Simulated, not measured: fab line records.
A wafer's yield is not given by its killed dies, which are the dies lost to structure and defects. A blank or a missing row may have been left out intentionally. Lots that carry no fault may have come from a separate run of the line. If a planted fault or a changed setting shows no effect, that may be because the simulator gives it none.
Split-lot trial / flow n5 finfet / 7 lots, 21 wafers read, on a route of 1938 steps

THE SPLIT ITSELF
At N5_STI_FIN_REVEAL_ETCHBACK_08 (etches SiO2 in C4F6/O2, target depth 30.5 nm, time 10.167 s), the setting time s was moved away from the recipe's 10.167 s on 7 of the 21 wafers read, by -14.2% to +17.3%. The other wafers ran this setting at the recipe's value.

FROM THE SPLIT TO THE READING: what the file shows between them, 4 steps
- N5_STI_FIN_REVEAL_OXIDATION_31: chemistry O2 PLASMA REMOTE, time 20 s (also split here: time s)
- N5_STI_FIN_REVEAL_PRECLEAN_32: cleans in NF3:NH3, afs cycles 1, time 20 s, sublimation time 60 s
- N5_STI_FIN_REVEAL_STRIP_35: strips Si3N4 in H3PO4, target depth 4 nm, time 39 s
- N5_STI_FIN_REVEAL_SRD_23: time 30 s

THE READING
trench depth nm, in nm, at N5_STI_FIN_REVEAL_FIN_H_MEAS_10. A value of 52.1 nm with a standard deviation of 0.85 nm is what fault-free wafers of this fab line usually give.

wafer=L074.1; tool, chamber at the split=rie diel-01, 3,1; time s as run, s=10.167; against the recipe=recipe; trench depth nm, nm=53.1; against lot-mates on the recipe=-
wafer=L074.4; tool, chamber at the split=rie diel-01, 0; time s as run, s=11.88; against the recipe=+16.8%; trench depth nm, nm=57.7; against lot-mates on the recipe=+5.0
wafer=L074.5; tool, chamber at the split=rie diel-01, 3,1; time s as run, s=10.167; against the recipe=recipe; trench depth nm, nm=52.3; against lot-mates on the recipe=-
wafer=L080.3; tool, chamber at the split=rie diel-04, 2,3,0; time s as run, s=10.167; against the recipe=recipe; trench depth nm, nm=51.8; against lot-mates on the recipe=-
wafer=L080.5; tool, chamber at the split=rie diel-04, 2,3,0; time s as run, s=10.167; against the recipe=recipe; trench depth nm, nm=51.5; against lot-mates on the recipe=-
wafer=L080.6; tool, chamber at the split=rie diel-04, 2,3,0; time s as run, s=10.167; against the recipe=recipe; trench depth nm, nm=53.2; against lot-mates on the recipe=-
wafer=L081.1; tool, chamber at the split=rie diel-04, 3,2; time s as run, s=10.167; against the recipe=recipe; trench depth nm, nm=51.6; against lot-mates on the recipe=-
wafer=L081.2; tool, chamber at the split=rie diel-04, 3,2; time s as run, s=10.167; against the recipe=recipe; trench depth nm, nm=52.8; against lot-mates on the recipe=-
wafer=L081.5; tool, chamber at the split=rie diel-04, 3; time s as run, s=11.62; against the recipe=+14.3%; trench depth nm, nm=56.3; against lot-mates on the recipe=+4.1
wafer=L083.1; tool, chamber at the split=rie diel-01, 3,1; time s as run, s=10.167; against the recipe=recipe; trench depth nm, nm=51.0; against lot-mates on the recipe=-
wafer=L083.2; tool, chamber at the split=rie diel-01, 1; time s as run, s=11.93; against the recipe=+17.3%; trench depth nm, nm=56.5; against lot-mates on the recipe=+5.8
wafer=L083.6; tool, chamber at the split=rie diel-01, 3,1; time s as run, s=10.167; against the recipe=recipe; trench depth nm, nm=50.5; against lot-mates on the recipe=-
wafer=L084.3; tool, chamber at the split=rie diel-04, 0; time s as run, s=10.167; against the recipe=recipe; trench depth nm, nm=54.1; against lot-mates on the recipe=-
wafer=L084.4; tool, chamber at the split=rie diel-04, 2,1; time s as run, s=8.725; against the recipe=-14.2%; trench depth nm, nm=48.8; against lot-mates on the recipe=-5.3
wafer=L084.5; tool, chamber at the split=rie diel-04, 2,1; time s as run, s=8.725; against the recipe=-14.2%; trench depth nm, nm=48.6; against lot-mates on the recipe=-5.5
wafer=L090.3; tool, chamber at the split=rie diel-06, 1; time s as run, s=10.167; against the recipe=recipe; trench depth nm, nm=52.4; against lot-mates on the recipe=-
wafer=L090.4; tool, chamber at the split=rie diel-06, 2,3; time s as run, s=8.975; against the recipe=-11.7%; trench depth nm, nm=50.0; against lot-mates on the recipe=-2.4
wafer=L090.5; tool, chamber at the split=rie diel-06, 2,3; time s as run, s=8.975; against the recipe=-11.7%; trench depth nm, nm=48.8; against lot-mates on the recipe=-3.6
wafer=L097.1; tool, chamber at the split=rie diel-04, 3,1,2; time s as run, s=10.167; against the recipe=recipe; trench depth nm, nm=51.5; against lot-mates on the recipe=-
wafer=L097.4; tool, chamber at the split=rie diel-04, 3,1,2; time s as run, s=10.167; against the recipe=recipe; trench depth nm, nm=51.8; against lot-mates on the recipe=-
wafer=L097.6; tool, chamber at the split=rie diel-04, 3,1,2; time s as run, s=10.167; against the recipe=recipe; trench depth nm, nm=53.3; against lot-mates on the recipe=-
The file does not say which wafer passed through which chamber wherever a row lists several chambers: such a row stands for several wafers.

FIT RESULTS
A straight line over all 21 wafers: trench depth nm changes by +0.267 nm for each +1% of time s; r = +0.93; the points scatter about the line by 0.89 nm.
The same after taking each lot's own level away (the mean of its wafers on the recipe; 21 wafers): +0.318 nm for each +1%; r = +0.97; scatter 0.66 nm.
That fit puts the effect of the largest move of time s on the reading at 5.5 nm.
Across the lots, their own levels run from 50.75 to 54.10 nm, a range of 3.9 times the standard deviation given above.
So the lot-to-lot level changes the slope: the two fits differ.
Check: for one of the wafers moved furthest among these (+17.3%), held out of the fit, the line's prediction against its lot-mates is +5.37 nm. It came out at +5.75 nm against them.

OTHER SPLITS APPLIED TO THESE WAFERS
Other splits were also applied to these wafers ahead of the reading. Each is held against what the fit with the lots' levels taken away leaves over:
other split on the same wafers=N5_ZERO_LAYER_COAT_05 spin rpm; wafers away from the commonest value=9; r with trench depth nm (lot level and that fit taken away)=+0.28
other split on the same wafers=N5_ZERO_LAYER_EXPOSE_08 dose mj; wafers away from the commonest value=11; r with trench depth nm (lot level and that fit taken away)=+0.00
other split on the same wafers=N5_PMOS_HMC_CHANNEL_EPI_EXPOSE_06 dose mj; wafers away from the commonest value=6; r with trench depth nm (lot level and that fit taken away)=+0.12
other split on the same wafers=N5_PMOS_HMC_CHANNEL_EPI_PEB_07 peb temp c; wafers away from the commonest value=8; r with trench depth nm (lot level and that fit taken away)=+0.30
other split on the same wafers=N5_FIN_SAQP_ETCH_52 source w; wafers away from the commonest value=5; r with trench depth nm (lot level and that fit taken away)=+0.03
other split on the same wafers=N5_FIN_SAQP_SPACER1_ALD_24 temp c; wafers away from the commonest value=9; r with trench depth nm (lot level and that fit taken away)=+0.13
other split on the same wafers=N5_STI_FIN_REVEAL_OXIDATION_31 time s; wafers away from the commonest value=3; r with trench depth nm (lot level and that fit taken away)=-0.15

FILE'S OWN FIT
trench depth nm changes by +0.313 nm for each +1% of time s, r = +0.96.
